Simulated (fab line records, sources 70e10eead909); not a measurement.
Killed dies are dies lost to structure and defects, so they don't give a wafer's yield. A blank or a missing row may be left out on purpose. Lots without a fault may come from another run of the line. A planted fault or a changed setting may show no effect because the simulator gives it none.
Tool commonality check | flow nand_harc | 12 lots, 36 wafers sampled

WHY IT WAS OPENED
At NHARC_A_ONON_D1_INSPECT_32 the reading raw_defect_count is flagged on 2 of 12 lots. Wafers without a fault read 70, standard deviation 25.
Rule: a lot is flagged when every wafer of it that has a number lies more than 4 standard deviations from that mean, or none has a number. The other lots count as sound.

lot  | measured     | on                | raw_defect_count, wafer by wafer | flag
L681 | day 8 05:04  | defect_inspect-01 | 68 60 67                         |
L682 | day 8 19:41  | defect_inspect-02 | 44 53 65                         |
L683 | day 8 19:44  | defect_inspect-01 | 42 53 53                         |
L689 | day 11 14:16 | defect_inspect-01 | 733 731 773                      | FLAGGED
L691 | day 12 15:06 | defect_inspect-02 | 708 785 755                      | FLAGGED
L693 | day 13 02:58 | defect_inspect-01 | 82 44 63                         |
L697 | day 15 01:46 | defect_inspect-02 | 55 50 53                         |
L699 | day 16 04:25 | defect_inspect-02 | 88 66 62                         |
L701 | day 16 11:54 | defect_inspect-01 | 33 82 57                         |
L700 | day 16 12:02 | defect_inspect-02 | 56 43 76                         |
L702 | day 17 04:32 | defect_inspect-01 | 42 40 45                         |
L703 | day 17 19:51 | defect_inspect-02 | 58 49 56                         |
The numbers of the flagged lots are 748 on average: +678 against the usual, or +27 standard deviations.

WHICH TOOL RAN EACH LOT
The record holds 2 process steps before the reading, out of a route of 1302 steps. In each cell: the tool, then ch and the chambers that the sampled wafers went through, then the start.
lot  | flag    | NHARC_A_ZERO_WELL_ETCH_13        | NHARC_A_ONON_D1_DEP_33
L681 |         | rie_si-01 ch 1,3, day 6 16:50    | pecvd-02 ch 0,2, day 8 04:41
L682 |         | rie_si-05 ch 0,1,3, day 7 09:20  | pecvd-01 ch 0,1,2, day 8 19:12
L683 |         | rie_si-05 ch 0,1,2, day 7 11:46  | pecvd-02 ch 0,1, day 8 19:20
L689 | FLAGGED | rie_si-05 ch 0,1,3, day 10 01:23 | pecvd-01 ch 0,1,2, day 11 13:46
L691 | FLAGGED | rie_si-01 ch 1,3, day 11 02:52   | pecvd-01 ch 0,1, day 12 14:37
L693 |         | rie_si-01 ch 1,2,3, day 11 16:54 | pecvd-03 ch 1,2, day 13 02:32
L697 |         | rie_si-05 ch 0,1, day 13 13:19   | pecvd-02 ch 1,2, day 15 01:17
L699 |         | rie_si-05 ch 0,1,3, day 14 15:09 | pecvd-01 ch 0,1,2, day 16 03:56
L701 |         | rie_si-05 ch 1,2,3, day 14 20:55 | pecvd-01 ch 0,1,2, day 16 11:29
L700 |         | rie_si-01 ch 1,2,3, day 14 21:36 | pecvd-02 ch 0,1,2, day 16 11:36
L702 |         | rie_si-06 ch 1,2,3, day 15 09:19 | pecvd-01 ch 0,1,2, day 17 04:09
L703 |         | rie_si-05 ch 2,3, day 16 02:34   | pecvd-01 ch 1,2, day 17 19:25
What these steps do:
- NHARC_A_ZERO_WELL_ETCH_13: etches the open film in HBr/Cl2, target depth 120 nm, time 40.1 s.
- NHARC_A_ONON_D1_DEP_33: deposits SiO2, target thk 200 nm.
- NHARC_A_ONON_D1_INSPECT_32

FLAGGED OVER TOTAL, TOOL BY TOOL (the gauges that took the reading come last)
step                       | tool              | lots run | flagged | share of the flagged lots | sound lots run after its first flagged lot
NHARC_A_ZERO_WELL_ETCH_13  | rie_si-01         | 4        | 1       | some                      | 2 (L693,L700)
NHARC_A_ZERO_WELL_ETCH_13  | rie_si-05         | 7        | 1       | some                      | 4 (L697,L699,L701,L703)
NHARC_A_ZERO_WELL_ETCH_13  | rie_si-06         | 1        | 0       | none                      | -
NHARC_A_ONON_D1_DEP_33     | pecvd-01          | 7        | 2       | all                       | 4 (L699,L701,L702,L703)
NHARC_A_ONON_D1_DEP_33     | pecvd-02          | 4        | 0       | none                      | -
NHARC_A_ONON_D1_DEP_33     | pecvd-03          | 1        | 0       | none                      | -
NHARC_A_ONON_D1_INSPECT_32 | defect_inspect-01 | 6        | 1       | some                      | 3 (L693,L701,L702)
NHARC_A_ONON_D1_INSPECT_32 | defect_inspect-02 | 6        | 1       | some                      | 4 (L697,L699,L700,L703)

WHAT THE TABLE ALLOWS
1 row of the table ran every flagged lot: pecvd-01 at NHARC_A_ONON_D1_DEP_33.
- pecvd-01 at NHARC_A_ONON_D1_DEP_33: 2 of its 7 lots flagged. Sound lots ran on it after the first flagged one (L699, L701, L702, L703), which a lasting fault on the whole tool wouldn't allow.
No row of the table ran every flagged lot and no sound lot after the first.

WHAT THE SIMULATOR HAD PUT IN
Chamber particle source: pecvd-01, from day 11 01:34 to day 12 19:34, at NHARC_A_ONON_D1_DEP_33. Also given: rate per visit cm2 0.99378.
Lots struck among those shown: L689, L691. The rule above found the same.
